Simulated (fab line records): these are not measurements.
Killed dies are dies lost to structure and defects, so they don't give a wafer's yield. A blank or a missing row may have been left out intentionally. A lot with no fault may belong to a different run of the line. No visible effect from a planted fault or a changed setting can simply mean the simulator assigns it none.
fab line records + flow nand_harc
record:
- lots: 5
- wafers: 15
- last_day: 35
route steps=1302 shown P_ZERO_WELL@68 P_STI@69
lots untouched by any fault: they come from a run of this same line in which no faults occurred
start_h: start of the lot's first displayed wafer, in hours after the record's first day + wait_h: hours from the lot's prior step to this one + " identical to the entry in the row above + L1.1+2: one row covering several wafers at once + - value missing, or start not given + * or withheld: withheld + < > ~ a bound
route shown NAME@n: a module of which the file shows steps, and the number in the route of the first + usual: mean/standard deviation taken from wafers without a fault + same: alike in all rows + chamber/n: place in a boat + sites: each site's reading + _std_site: standard deviation across them + _edge_site: mean of outer sites minus mean of inner sites + radius_mm: for every site, how far away it sits from the centre of the wafer + mask NAME#n: copy n + behind: the last tool/chamber to shape the wafer + hold: the reason the lot was held/the length of the hold in hours/how it ended + device: whichever transistor did not switch (one of n, p or np) + end of line: tests of these same wafers at the route's end + a step with no rows: only its recipe + killed: count of dies lost to structure and defects at first sort (not the wafer's yield) + map: shows each die of a wafer: x if killed, . if not, _ if none is there
set.NAME: setting as actually run; set.NAME@STEP: the setting as run at that earlier step + model.NAME: the simulator's own value behind a step, which no gauge read
certain route steps with their lots: each step a table, each wafer a row
services: when a tool's chamber went out of use (start_h, in hours from the record's first day, below 0 if earlier), for how many hours, and the reason
== steps ==
step: NHARC_P_ZERO_WELL_INSPECT_43
usual:
- raw_defect_count: 13/6.4
| lot.wafer | tool              | chamber | start_h | wait_h | raw_defect_count |
|-----------|-------------------|---------|---------|--------|------------------|
| L108.1    | defect_inspect-01 | -       | 27.63   | 0.6    | 20               |
| L108.4    | "                 | -       | "       | "      | 12               |
| L108.5    | "                 | -       | "       | "      | 11               |
| L115.1    | defect_inspect-01 | -       | 98.09   | 0.6    | 11               |
| L115.3    | "                 | -       | "       | "      | 7                |
| L115.4    | "                 | -       | "       | "      | 8                |
| L122.2    | defect_inspect-01 | -       | 167.49  | 0.5    | 23               |
| L122.3    | "                 | -       | "       | "      | 19               |
| L122.6    | "                 | -       | "       | "      | 4                |
| L130.4    | defect_inspect-02 | -       | 247.75  | 0.2    | 16               |
| L130.5    | "                 | -       | "       | "      | 13               |
| L130.6    | "                 | -       | "       | "      | 19               |
| L131.1    | defect_inspect-01 | -       | 257.60  | 0.6    | 17               |
| L131.4    | "                 | -       | "       | "      | 6                |
| L131.6    | "                 | -       | "       | "      | 7                |
step: NHARC_P_STI_ETCH_26
recipe:
- target_depth_a: 110
- chemistry: dHF
- material: SiO2
step: NHARC_P_STI_PRECLEAN_27
recipe:
- time_s: *
- temp_c: 50
- bath_age_min: 0
- chemistry: SC1
step: NHARC_P_STI_SRD_28
step: NHARC_P_STI_OXIDE_29
recipe:
- target_thk_a: 100
- temp_c: 900
- ox_time_s: 1362
- material: SiO2
step: NHARC_P_STI_HM_DEP_30
recipe:
- target_thk_a: 800
- temp_c: 790
- pressure_mtorr: 300
- time_s: 873
- material: Si3N4
step: NHARC_P_STI_DEHYDRATE_01
recipe:
- temp_c: 150
- time_s: 120
step: NHARC_P_STI_HMDS_02
recipe:
- time_s: 30
step: NHARC_P_STI_COAT_41
recipe:
- temp_c: 200
- time_s: 65
step: NHARC_P_STI_COAT_03
recipe:
- spin_rpm: 2000
- resist_thk_nm: 600
step: NHARC_P_STI_SOFTBAKE_04
recipe:
- temp_c: 125
- time_s: 70
step: NHARC_P_STI_EBR_05
step: NHARC_P_STI_EXPOSE_06
recipe:
- na: 0.55
- target_cd_nm: 200
- dose_mj: 37.69
- mask_id: P_STI
usual:
- exposure_dose_mJ_cm2: 37.69/0.033
| lot.wafer | tool           | chamber | start_h | wait_h | mask       | exposure_dose_mJ_cm2 |
|-----------|----------------|---------|---------|--------|------------|----------------------|
| L108.1    | krf_scanner-02 | 0       | 43.92   | -      | P_STI#0    | 37.71                |
| L108.4    | "              | 0       | "       | "      | P_STI#0    | 37.66                |
| L108.5    | "              | 0       | "       | "      | P_STI#0    | 37.67                |
| L115.1    | krf_scanner-03 | 0       | 117.94  | -      | P_STI#0    | 37.70                |
| L115.3    | "              | 0       | "       | "      | P_STI#0    | 37.70                |
| L115.4    | "              | 0       | "       | "      | P_STI#0    | 37.68                |
| L122.2    | krf_scanner-02 | 0       | 182.02  | -      | P_STI_R1#0 | 37.67                |
| L122.3    | "              | 0       | "       | "      | P_STI_R1#0 | 37.67                |
| L122.6    | "              | 0       | "       | "      | P_STI_R1#0 | 37.67                |
| L130.4    | krf_scanner-04 | 0       | 264.82  | -      | P_STI#0    | 37.67                |
| L130.5    | "              | 0       | "       | "      | P_STI#0    | 37.66                |
| L130.6    | "              | 0       | "       | "      | P_STI#0    | 37.64                |
| L131.1    | krf_scanner-04 | 0       | 276.37  | -      | P_STI#0    | 37.69                |
| L131.4    | "              | 0       | "       | "      | P_STI#0    | 37.77                |
| L131.6    | "              | 0       | "       | "      | P_STI#0    | 37.77                |
step: NHARC_P_STI_PEB_07
recipe:
- peb_temp_c: 128
- peb_time_s: 80
step: NHARC_P_STI_DEVELOP_08
recipe:
- time_s: 50
- dev_temp_c: 22
step: NHARC_P_STI_CD_MEAS_09
recipe:
- target_cd_nm: 200
- landing_energy_ev: 500
usual:
- cd_nm: 199.7/1.7
| lot.wafer | tool      | chamber | start_h | wait_h | cd_nm |
|-----------|-----------|---------|---------|--------|-------|
| L108.1    | cd_sem-03 | 0       | 44.07   | -      | 202.7 |
| L108.4    | "         | 0       | "       | "      | 201.3 |
| L108.5    | "         | 0       | "       | "      | 198.7 |
| L115.1    | cd_sem-02 | 0       | 118.09  | -      | 198.7 |
| L115.3    | "         | 0       | "       | "      | 197.9 |
| L115.4    | "         | 0       | "       | "      | 197.7 |
| L122.2    | cd_sem-01 | 0       | 182.18  | -      | 207.7 |
| L122.3    | "         | 0       | "       | "      | 207.5 |
| L122.6    | "         | 0       | "       | "      | 207.9 |
| L130.4    | cd_sem-02 | 0       | 264.96  | -      | 203.5 |
| L130.5    | "         | 0       | "       | "      | 200.4 |
| L130.6    | "         | 0       | "       | "      | 198.3 |
| L131.1    | cd_sem-03 | 0       | 276.52  | -      | 196.9 |
| L131.4    | "         | 0       | "       | "      | 197.2 |
| L131.6    | "         | 0       | "       | "      | 197.7 |
step: NHARC_P_STI_OVL_MEAS_10
usual:
- overlay_x_nm: 0/5.9
- overlay_y_nm: 1/5.9
| lot.wafer | tool       | chamber | start_h | wait_h | overlay_x_nm | overlay_y_nm |
|-----------|------------|---------|---------|--------|--------------|--------------|
| L108.1    | overlay-02 | -       | 44.16   | -      | -10          | 0            |
| L108.4    | "          | -       | "       | "      | -10          | 1            |
| L108.5    | "          | -       | "       | "      | -10          | 1            |
| L115.1    | overlay-01 | -       | 118.18  | -      | -3           | -4           |
| L115.3    | "          | -       | "       | "      | -4           | -5           |
| L115.4    | "          | -       | "       | "      | -3           | -4           |
| L122.2    | overlay-02 | -       | 182.26  | -      | 1            | -5           |
| L122.3    | "          | -       | "       | "      | 1            | -6           |
| L122.6    | "          | -       | "       | "      | 1            | -6           |
| L130.4    | overlay-01 | -       | 265.04  | -      | -6           | 10           |
| L130.5    | "          | -       | "       | "      | -6           | 9            |
| L130.6    | "          | -       | "       | "      | -6           | 9            |
| L131.1    | overlay-02 | -       | 276.61  | -      | 3            | -9           |
| L131.4    | "          | -       | "       | "      | 3            | -8           |
| L131.6    | "          | -       | "       | "      | 4            | -8           |
step: NHARC_P_STI_INSPECT_11
usual:
- raw_defect_count: 5.2/2.5
| lot.wafer | tool              | chamber | start_h | wait_h | raw_defect_count |
|-----------|-------------------|---------|---------|--------|------------------|
| L108.1    | defect_inspect-01 | -       | 44.20   | 0.0    | 7                |
| L108.4    | "                 | -       | "       | "      | 8                |
| L108.5    | "                 | -       | "       | "      | 5                |
| L115.1    | defect_inspect-01 | -       | 118.22  | 0.0    | 4                |
| L115.3    | "                 | -       | "       | "      | 7                |
| L115.4    | "                 | -       | "       | "      | 3                |
| L122.2    | defect_inspect-02 | -       | 182.30  | 0.0    | 3                |
| L122.3    | "                 | -       | "       | "      | 6                |
| L122.6    | "                 | -       | "       | "      | 7                |
| L130.4    | defect_inspect-01 | -       | 265.08  | 0.0    | 3                |
| L130.5    | "                 | -       | "       | "      | 3                |
| L130.6    | "                 | -       | "       | "      | 5                |
| L131.1    | defect_inspect-01 | -       | 276.65  | 0.0    | 5                |
| L131.4    | "                 | -       | "       | "      | 6                |
| L131.6    | "                 | -       | "       | "      | 2                |
step: NHARC_P_STI_HARDBAKE_13
recipe:
- temp_c: 118
- time_s: 65
step: NHARC_P_STI_DESCUM_14
recipe:
- time_s: 3
- o2_flow_sccm: 200
- ar_flow_sccm: 0
- bias_power_w: 0
- chemistry: O2
usual:
- drypump_motor_current_A: 5.8/0.49
- oes_product_au: 1.001/0.0074
- rf_vpp_V: 57.8/0.91
- showerhead_plenum_p_Torr: 1.89/0.095
- throttle_valve_pct: 11.311/0.0079
same:
- bias_power_w: 0
| lot.wafer | tool        | chamber | start_h | wait_h | drypump_motor_current_A | oes_product_au | rf_hours_counter_h | rf_vpp_V | showerhead_plenum_p_Torr | throttle_valve_pct | model.P_STI.cd_nm |
|-----------|-------------|---------|---------|--------|-------------------------|----------------|--------------------|----------|--------------------------|--------------------|-------------------|
| L108.1    | rie_diel-09 | 0       | 44.33   | -      | 5.5                     | 1.001          | 3                  | 56.7     | 1.79                     | 11.316             | 202.1             |
| L108.4    | "           | 1       | "       | "      | 6.0                     | 1.000          | 3                  | 55.9     | 1.82                     | 11.309             | 201.4             |
| L108.5    | "           | 0       | "       | "      | 5.5                     | 1.001          | -                  | 57.0     | 1.79                     | 11.307             | 198               |
| L115.3    | rie_diel-09 | 3       | 118.36  | -      | 6.2                     | 1.008          | 9                  | 59.5     | 2.07                     | 11.311             | 198               |
| L115.1    | "           | 0       | "       | "      | 5.6                     | 1.011          | 8                  | 58.2     | 1.79                     | 11.305             | 199.3             |
| L115.4    | "           | 1       | "       | "      | 6.0                     | 1.018          | 8                  | 57.4     | 1.82                     | 11.305             | 198               |
| L122.2    | rie_diel-12 | 3       | 182.45  | -      | 5.1                     | 0.998          | 7                  | 57.0     | 1.78                     | 11.314             | 207.2             |
| L122.3    | "           | 0       | "       | "      | 6.0                     | 0.988          | 8                  | 58.3     | 1.87                     | 11.297             | 207.6             |
| L122.6    | "           | 1       | "       | "      | 6.6                     | 0.998          | -                  | 57.5     | 1.90                     | 11.306             | 207.9             |
| L130.4    | rie_diel-08 | 3       | 265.21  | -      | 5.9                     | 0.985          | 5                  | 57.1     | 2.05                     | 11.314             | 203.8             |
| L130.5    | "           | 3       | "       | "      | 5.9                     | 0.990          | -                  | 59.0     | 2.05                     | 11.313             | 201               |
| L130.6    | "           | 0       | "       | "      | 5.8                     | 0.994          | -                  | 56.4     | 1.80                     | 11.311             | 198.9             |
| L131.4    | rie_diel-08 | 0       | 276.78  | -      | 5.8                     | 0.993          | 5                  | 57.4     | 1.80                     | 11.306             | 197.7             |
| L131.1    | "           | 3       | "       | "      | 5.9                     | 0.984          | 5                  | 57.2     | 2.05                     | 11.317             | 196.9             |
| L131.6    | "           | 1       | "       | "      | 6.8                     | 0.998          | -                  | 60.0     | 1.93                     | 11.296             | 197.3             |
step: NHARC_P_STI_ETCH_42
recipe:
- target_depth_a: 800
- overetch_a: 240
- time_s: 61
- ion_energy_ev: 200
- n2_flow_sccm: 150
- h2_flow_sccm: 150
- ar_flow_sccm: 0
- rf_w: 400
- bias_w: 150
- chemistry: N2/H2
usual:
- drypump_motor_current_A: 5.9/0.49
- oes_product_au: 1.001/0.0075
- rf_vpp_V: 429.8/2.8
- showerhead_plenum_p_Torr: 2.02/0.1
- throttle_valve_pct: 14.170/0.0086
| lot.wafer | tool        | chamber | start_h | wait_h | drypump_motor_current_A | oes_product_au | rf_hours_counter_h | rf_vpp_V | showerhead_plenum_p_Torr | throttle_valve_pct |
|-----------|-------------|---------|---------|--------|-------------------------|----------------|--------------------|----------|--------------------------|--------------------|
| L108.4    | rie_diel-09 | 0       | 44.43   | 0.1    | 5.5                     | 1.007          | 3                  | 427.6    | 1.90                     | 14.186             |
| L108.1    | "           | 1       | "       | "      | 6.0                     | 1.000          | 3                  | 426.9    | 1.94                     | 14.166             |
| L108.5    | "           | 3       | "       | "      | 6.2                     | 1.008          | -                  | 435.5    | 2.21                     | 14.173             |
| L115.1    | rie_diel-09 | 0       | 118.44  | 0.1    | 5.6                     | 1.016          | 8                  | 426.2    | 1.90                     | 14.166             |
| L115.4    | "           | 1       | "       | "      | 6.0                     | 1.010          | 8                  | 429.1    | 1.93                     | 14.156             |
| L115.3    | "           | 2       | "       | "      | 5.6                     | 1.005          | 8                  | 430.9    | 2.13                     | 14.171             |
| L122.3    | rie_diel-12 | 1       | 182.53  | 0.1    | 6.6                     | 1.001          | 8                  | 431.1    | 2.03                     | 14.176             |
| L122.2    | "           | 2       | "       | "      | 5.2                     | 1.010          | 8                  | 427.3    | 1.96                     | 14.166             |
| L122.6    | "           | 0       | "       | "      | 6.0                     | 1.010          | -                  | 430.1    | 1.99                     | 14.162             |
| L130.4    | rie_diel-08 | 2       | 265.31  | 0.1    | 5.9                     | 0.986          | 5                  | 429.3    | 2.00                     | 14.185             |
| L130.6    | "           | 1       | "       | "      | 6.8                     | 0.990          | -                  | 431.5    | 2.06                     | 14.181             |
| L130.5    | "           | 2       | "       | "      | 5.9                     | 0.986          | -                  | 429.2    | 2.00                     | 14.177             |
| L131.4    | rie_diel-08 | 0       | 276.87  | 0.1    | 5.8                     | 1.001          | 5                  | 427.5    | 1.91                     | 14.154             |
| L131.1    | "           | 2       | "       | "      | 5.9                     | 0.993          | 5                  | 430.0    | 2.00                     | 14.162             |
| L131.6    | "           | 1       | "       | "      | 6.8                     | 0.996          | -                  | 430.9    | 2.06                     | 14.155             |
step: NHARC_P_STI_ETCH_31
recipe:
- target_depth_a: 1089
- time_s: 54.5
- cf4_flow_sccm: 100
- chf3_flow_sccm: 30
- ar_flow_sccm: 0
- rf_w: 500
- bias_w: 200
- chemistry: CF4/CHF3
usual:
- drypump_motor_current_A: 5.8/0.49
- oes_product_au: 0.962/0.018
- rf_vpp_V: 370.1/2.5
- showerhead_plenum_p_Torr: 1.56/0.074
- throttle_valve_pct: 16.801/0.0084
| lot.wafer | tool        | chamber | start_h | wait_h | drypump_motor_current_A | oes_product_au | rf_hours_counter_h | rf_vpp_V | showerhead_plenum_p_Torr | throttle_valve_pct |
|-----------|-------------|---------|---------|--------|-------------------------|----------------|--------------------|----------|--------------------------|--------------------|
| L108.1    | rie_diel-09 | 2       | -       | -      | 5.6                     | 0.972          | 3                  | 372.9    | 1.64                     | 16.792             |
| L108.4    | "           | 0       | "       | "      | 5.6                     | 0.951          | 3                  | 368.1    | 1.48                     | 16.815             |
| L108.5    | "           | 2       | "       | "      | 5.6                     | 0.964          | -                  | 371.4    | 1.64                     | 16.802             |
| L115.4    | rie_diel-09 | 1       | -       | -      | 6.0                     | 0.986          | 8                  | 369.2    | 1.50                     | 16.817             |
| L115.3    | "           | 2       | "       | "      | 5.6                     | 0.957          | 8                  | 372.2    | 1.64                     | 16.807             |
| L115.1    | "           | 3       | "       | "      | 6.2                     | 0.956          | 9                  | 374.7    | 1.69                     | 16.804             |
| L122.3    | rie_diel-12 | 2       | -       | -      | 5.2                     | 0.967          | 8                  | 368.5    | 1.52                     | 16.805             |
| L122.2    | "           | 3       | "       | "      | 5.1                     | 0.982          | 7                  | 367.4    | 1.47                     | 16.807             |
| L122.6    | "           | 2       | "       | "      | 5.2                     | 0.961          | -                  | 367.5    | 1.52                     | 16.799             |
| L130.4    | rie_diel-08 | 2       | -       | -      | 5.9                     | 0.980          | 5                  | 368.0    | 1.55                     | 16.822             |
| L130.5    | "           | 0       | "       | "      | 5.9                     | 0.959          | -                  | 369.1    | 1.48                     | 16.792             |
| L130.6    | "           | 1       | "       | "      | 6.8                     | 0.981          | -                  | 371.8    | 1.59                     | 16.791             |
| L131.4    | rie_diel-08 | 2       | -       | -      | 5.9                     | 0.954          | 5                  | 370.8    | 1.55                     | 16.781             |
| L131.1    | "           | 0       | "       | "      | 5.8                     | 0.959          | 5                  | 368.1    | 1.48                     | 16.804             |
| L131.6    | "           | 3       | "       | "      | 5.9                     | 0.956          | -                  | 374.4    | 1.68                     | 16.799             |
step: NHARC_P_STI_ETCH_15
recipe:
- target_depth_a: 3000
- taper_deg: 4
- time_s: 100.1
- hbr_flow_sccm: 150
- cl2_flow_sccm: 50
- rf_w: 400
- icp_w: 400
- bias_w: 100
- chemistry: HBr/Cl2
usual:
- drypump_motor_current_A: 5.8/0.42
- oes_product_au: 1.000/0.0069
- throttle_valve_pct: 26.405/0.0088
| lot.wafer | tool      | chamber | start_h | wait_h | drypump_motor_current_A | oes_product_au | rf_hours_counter_h | throttle_valve_pct | model.P_STI.cd_nm |
|-----------|-----------|---------|---------|--------|-------------------------|----------------|--------------------|--------------------|-------------------|
| L108.1    | rie_si-04 | 1       | 44.65   | -      | 6.1                     | 1.003          | 0.4                | 26.406             | 202.1             |
| L108.4    | "         | 2       | "       | "      | 5.9                     | 0.997          | -                  | 26.399             | 200.1             |
| L108.5    | "         | 3       | "       | "      | 6.0                     | 0.999          | -                  | 26.384             | 198               |
| L115.1    | rie_si-03 | 1       | 118.63  | -      | 5.6                     | 0.993          | 0.3                | 26.408             | 198.6             |
| L115.3    | "         | 2       | "       | "      | 5.7                     | 1.010          | 0.3                | 26.410             | 197.4             |
| L115.4    | "         | 3       | "       | "      | 5.6                     | 0.991          | 0.4                | 26.411             | 198.7             |
| L122.2    | rie_si-04 | 0       | 182.72  | -      | 5.1                     | 1.007          | 0.1                | 26.410             | 207.3             |
| L122.3    | "         | 2       | "       | "      | 5.9                     | 0.991          | 0.1                | 26.408             | 206.7             |
| L122.6    | "         | 0       | "       | "      | 5.1                     | 1.004          | -                  | 26.396             | 207.3             |
| L130.4    | rie_si-04 | 3       | 265.52  | -      | 6.0                     | 0.997          | 0.6                | 26.432             | 203.1             |
| L130.5    | "         | 1       | "       | "      | 6.1                     | 1.011          | -                  | 26.389             | 200.4             |
| L130.6    | "         | 2       | "       | "      | 5.9                     | 1.003          | -                  | 26.410             | 198.9             |
| L131.1    | rie_si-01 | 2       | 277.07  | -      | 5.5                     | 0.996          | 0.6                | 26.418             | 195.8             |
| L131.4    | "         | 0       | "       | "      | 6.1                     | 1.003          | 0.5                | 26.409             | 196.9             |
| L131.6    | "         | 2       | "       | "      | 5.5                     | 0.993          | -                  | 26.411             | 196.3             |
step: NHARC_P_STI_CD_MEAS_16
usual:
- cd_nm: 199.1/1.9
| lot.wafer | tool      | chamber | start_h | wait_h | cd_nm |
|-----------|-----------|---------|---------|--------|-------|
| L108.1    | cd_sem-02 | -       | 44.80   | -      | 202.0 |
| L108.4    | "         | -       | "       | "      | 200.6 |
| L108.5    | "         | -       | "       | "      | 197.9 |
| L115.1    | cd_sem-01 | -       | 118.79  | -      | 198.8 |
| L115.3    | "         | -       | "       | "      | 197.5 |
| L115.4    | "         | -       | "       | "      | 198.7 |
| L122.2    | cd_sem-03 | -       | 182.87  | -      | 207.2 |
| L122.3    | "         | -       | "       | "      | 206.9 |
| L122.6    | "         | -       | "       | "      | 207.2 |
| L130.4    | cd_sem-02 | -       | 265.66  | -      | 203.1 |
| L130.5    | "         | -       | "       | "      | 200.4 |
| L130.6    | "         | -       | "       | "      | 198.8 |
| L131.1    | cd_sem-03 | -       | 277.22  | -      | 196.0 |
| L131.4    | "         | -       | "       | "      | 196.5 |
| L131.6    | "         | -       | "       | "      | 196.5 |
step: NHARC_P_STI_OCD_MEAS_17
usual:
- trench_depth_nm: 300.3/2.7
- trench_foot_cd_nm: 157.7/1.7
| lot.wafer | tool   | chamber | start_h | wait_h | trench_depth_nm | trench_foot_cd_nm |
|-----------|--------|---------|---------|--------|-----------------|-------------------|
| L108.1    | ocd-02 | -       | 44.89   | 0.1    | 302.6           | 160.5             |
| L108.4    | "      | -       | "       | "      | 303.6           | 159.5             |
| L108.5    | "      | -       | "       | "      | 302.0           | 156.2             |
| L115.1    | ocd-01 | -       | 118.88  | 0.1    | 298.1           | 157.6             |
| L115.3    | "      | -       | "       | "      | 302.9           | 156.0             |
| L115.4    | "      | -       | "       | "      | 300.0           | 156.4             |
| L122.2    | ocd-01 | -       | 182.96  | 0.1    | 299.9           | 165.3             |
| L122.3    | "      | -       | "       | "      | 301.0           | 164.6             |
| L122.6    | "      | -       | "       | "      | 299.7           | 165.6             |
| L130.4    | ocd-01 | -       | 265.75  | 0.1    | 302.5           | 161.0             |
| L130.5    | "      | -       | "       | "      | 307.0           | 157.7             |
| L130.6    | "      | -       | "       | "      | 303.5           | 155.9             |
| L131.1    | ocd-02 | -       | 277.31  | 0.1    | 298.1           | 154.9             |
| L131.4    | "      | -       | "       | "      | 300.8           | 155.2             |
| L131.6    | "      | -       | "       | "      | 296.3           | 155.8             |
step: NHARC_P_STI_STRIP_19
recipe:
- time_s: 900
- temp_c: 130
- chemistry: SPM
== services ==
| tool           | chamber | start_h | hours | kind   |
|----------------|---------|---------|-------|--------|
| rie_si-04      | 0       | 39.79   | 5.0   | repair |
| rie_diel-08    | 2       | 71.66   | 1.5   | repair |
| rie_diel-12    | -       | 91.40   | 9.0   | pm     |
| krf_scanner-02 | -       | 94.01   | 4.0   | pm     |
| rie_diel-12    | 2       | 108.70  | 1.2   | repair |
| rie_si-04      | 2       | 116.40  | 1.9   | repair |
| rie_diel-08    | 2       | 117.13  | 12.2  | repair |
| rie_diel-12    | 3       | 120.15  | 6.4   | repair |
| rie_diel-09    | -       | 143.19  | 9.0   | pm     |
| rie_diel-08    | 3       | 146.87  | 3.2   | repair |
| rie_diel-12    | -       | 157.70  | 0.3   | repair |
| rie_si-04      | -       | 165.00  | 9.0   | pm     |
| krf_scanner-04 | -       | 166.34  | 3.5   | repair |
| krf_scanner-04 | -       | 182.00  | 4.0   | pm     |
| krf_scanner-04 | -       | 188.44  | 0.6   | repair |
| rie_diel-08    | -       | 190.80  | 9.0   | pm     |
| krf_scanner-02 | -       | 191.97  | 1.3   | repair |
| rie_diel-12    | 1       | 219.83  | 6.2   | repair |
| rie_diel-12    | 2       | 231.31  | 7.1   | repair |
| rie_diel-12    | 3       | 232.37  | 7.8   | repair |
| rie_diel-12    | 1       | 237.71  | 3.6   | repair |
| rie_si-04      | 3       | 239.99  | 2.3   | repair |
| rie_diel-09    | 3       | 245.78  | 16.1  | repair |
| rie_diel-12    | -       | 268.40  | 9.0   | pm     |
== key ==
first_sign:
- step: NHARC_P_STI_EXPOSE_06
- reading: mask
- direction: changed
effect:
- step: NHARC_P_STI_CD_MEAS_09
- reading: cd_nm
- direction: up
- sigmas: 4.7
- usual: 199.7
- struck: 207.7
effect:
- step: NHARC_P_STI_CD_MEAS_16
- reading: cd_nm
- direction: up
- sigmas: 4.2
- usual: 199.1
- struck: 207.1
effect:
- step: NHARC_P_STI_OCD_MEAS_17
- reading: trench_foot_cd_nm
- direction: up
- sigmas: 4.3
- usual: 157.7
- struck: 165.2
model_effect:
- step: NHARC_P_STI_DESCUM_14
- value: P_STI.cd_nm
- without: 202.1
- struck: 207.6
model_effect:
- step: NHARC_P_STI_ETCH_15
- value: P_STI.cd_nm
- without: 201.6
- struck: 207.1
met_at NHARC_P_STI_EXPOSE_06
struck_wafers L122.2,L122.3,L122.6
tester_left_out L122
onset_between 43.92 182.02
fault:
- kind: wrong_mask
- tool: any
- chamber: -
- onset_h: 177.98
- steps: NHARC_P_STI_EXPOSE_06
- aux_copy: P_STI_R1#0
- cd_offset_nm: 5.5049
- scope: struck_lots_only
tester_left_out: of these lots the tester's yield and bins aren't shown, on N5 and GAA mostly nor the transistor test; their killed dies are dies lost to structure and defects alone, not to doping, threshold or leakage, so they don't give the yield
